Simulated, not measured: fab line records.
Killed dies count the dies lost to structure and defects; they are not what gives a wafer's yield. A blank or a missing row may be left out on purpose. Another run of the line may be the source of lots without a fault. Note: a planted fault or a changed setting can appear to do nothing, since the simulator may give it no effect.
Struck lot and sound lot, side by side	flow n5-finfet	15 out of 1938 route steps
Sound: the wafers L121.1, L121.4, L121.5. Struck: wafers L131.3, L131.5 (left out: L131.6, a lot-mate that was not struck); the cause follows at the end.
At each step with rows: each side's tool, then ch and its chambers, then its first start. Under that, the readings that differ: sound wafers	struck wafers	difference of the means	sigmas: that difference in standard deviations of wafers without a fault.
alike: same words and numbers on both sides, and readings whose means sit less than 2 such deviations apart. not compared: any withheld reading, any reading some wafer has no value for, any bound like >300 that may hide the same value, and any number with overlapping values for which the record gives no deviation.
A row with sigmas, a row that says differs or no value, or rows on one side alone: a step with any of these is where the two part. Numbers that don't overlap but have no deviation are shown without sigmas and don't part them. A reading that every wafer of one side lacks parts them only if that side has two wafers or more.

first, 8 steps without rows for these wafers: N5_BEOL_M15_COAT_60 (time 60 s, resist thk 89 nm); N5_BEOL_M15_COAT_22 (resist thk 800 nm); N5_BEOL_M15_EBR_24; N5_BEOL_M15_SOFTBAKE_23 (time 60 s); N5_BEOL_M15_EXPOSE_25 (exposes mask M15, target cd 400 nm); N5_BEOL_M15_PEB_26 (peb time 90 s); N5_BEOL_M15_DEVELOP_27 (develop time 45 s); N5_BEOL_M15_HARDBAKE_32 (time 120 s).
N5_BEOL_M15_CD_MEAS_28 targets a cd of 407.6 nm.
  sound on cd-sem-02 ch 0, day 13 20:36; struck on cd-sem-02 ch 0, day 16 12:16
  alike: cd-nm
N5_BEOL_M15_OVL_MEAS_29:
  sound on overlay-01 ch 0, day 13 20:38; struck on overlay-01 ch 0, day 16 12:17
  alike: M15_OVL
N5_BEOL_M15_INSPECT_30: inspects for defects (macro).
  sound on defect-inspect-02, day 13 20:39; struck on defect-inspect-02, day 16 12:19
  alike: raw-defect-count
N5_BEOL_M15_DESCUM_33: chemistry O2, time 7.9 s.
  sound on rie-diel-04 ch 0,1,2, day 13 20:48; struck on rie-diel-01 ch 0,3, day 16 12:22
reading	sound	struck	difference	sigmas
rf-vpp-V (V)	244.0 245.3 243.4	241.5 241.5	-2.7	-2
showerhead-plenum-p-Torr (Torr)	2.13 2.14 2.13	2.04 2.04	-0.09	-2
  alike: bias-power-w, drypump-motor-current-A, o2-flow-sccm, oes-product-au, rf-fwd-power-W, throttle-valve-pct
  not compared: rf-hours-counter-h
N5_BEOL_M15_ETCH_61: etches BARC in N2/H2, target depth 89 nm, overetch 26.7 nm, time 67.9 s.
  sound on rie-diel-04 ch 0,1,2, day 13 20:50; struck on rie-diel-01 ch 0,3, day 16 12:23
reading	sound	struck	difference	sigmas
showerhead-plenum-p-Torr (Torr)	2.57 2.65 2.61	2.49 2.46	-0.13	-2
model.coat_of_BEOL_M15_COAT_22.thk-nm (nm)	716 714.8 718.8	727 727	+10	
  alike: bias-w, drypump-motor-current-A, h2-flow-sccm, oes-product-au, rf-fwd-power-W, rf-vpp-V, throttle-valve-pct
  not compared: rf-hours-counter-h
N5_BEOL_M15_TRENCH_ETCH_34: etches SiO2 in C4F8/O2/Ar, target depth 872.93 nm, time 199 s.
  sound on rie-diel-04 ch 0,1,2, day 13 20:53; struck on rie-diel-01 ch 0,3, day 16 12:27
  alike: bias-w, drypump-motor-current-A, mfc-ar-sccm, oes-product-au, rf-fwd-power-W, rf-vpp-V, showerhead-plenum-p-Torr, throttle-valve-pct
  not compared: rf-hours-counter-h
N5_PASSIVATION_PROBE_49:
  rows exist in the record for the struck wafers here (prober-02, day 17 08:01), but not for the sound ones

WHERE THEY PART
At N5_BEOL_M15_DESCUM_33 first; at N5_PASSIVATION_PROBE_49 last (within this record only).

WHY: whatever the simulator had introduced
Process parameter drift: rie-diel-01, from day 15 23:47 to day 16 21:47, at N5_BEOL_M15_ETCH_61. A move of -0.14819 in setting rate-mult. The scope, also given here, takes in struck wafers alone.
